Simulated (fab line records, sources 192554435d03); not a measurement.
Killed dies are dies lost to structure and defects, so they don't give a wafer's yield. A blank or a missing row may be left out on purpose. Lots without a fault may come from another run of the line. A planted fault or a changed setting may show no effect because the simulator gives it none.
Chamber matching | flow n5_finfet | N5_BEOL_M8_DESCUM_16 on rie_diel-06: 4 sister chambers
The step chemistry O2, time 7.9 s. 8 wafers are shown with their chamber, then 9 later ones without.

WAFERS WITH THEIR CHAMBER
wafer  | chamber | showerhead_plenum_p_Torr (Torr) | drypump_motor_current_A (A)
L076.1 | 2       | 2.22                            | 6.26
L075.2 | 2       | 2.22                            | 6.27
L078.6 | 1       | 2.08                            | 5.41
L080.3 | 3       | 1.99                            | 5.22
L080.6 | 3       | 1.99                            | 5.24
L081.1 | 0       | 2.16                            | 5.82
L081.3 | 1       | 2.07                            | 5.41
L081.6 | 0       | 2.16                            | 5.81

WAFERS WITHOUT THEIR CHAMBER
wafer  | showerhead_plenum_p_Torr (Torr) | drypump_motor_current_A (A)
L085.1 | 2.07                            | 5.44
L085.2 | 2.15                            | 5.81
L085.3 | 1.99                            | 5.15
L086.3 | 1.99                            | 5.22
L086.5 | 2.07                            | 5.38
L086.6 | 2.15                            | 5.82
L091.2 | 1.99                            | 5.19
L091.3 | 2.07                            | 5.46
L091.6 | 2.07                            | 5.40

WHICH CHAMBER EACH WENT THROUGH
wafer  | from the rows above | in truth
L085.1 | 1                   | 1
L085.2 | 0                   | 0
L085.3 | 3                   | 3
L086.3 | 3                   | 3
L086.5 | 1                   | 1
L086.6 | 0                   | 0
L091.2 | 3                   | 3
L091.3 | 1                   | 1
L091.6 | 1                   | 1
Placed correctly: 9 of 9. Can't be placed from these rows: 0. Placed wrongly: 0.
How it was worked out, from the rows above alone: a wafer's distance from a chamber is the root of the sum, over the readings, of the square of ((its reading less the chamber's mean) divided by the reading's scatter). The wafer belongs to the nearest chamber; if the next one is less than 2 further off, it can't be placed. A chamber's mean is the mean of its shown wafers. The scatter: the root of (the sum of the squares of (reading less its chamber's mean) over the shown wafers, divided by (wafers less chambers)).
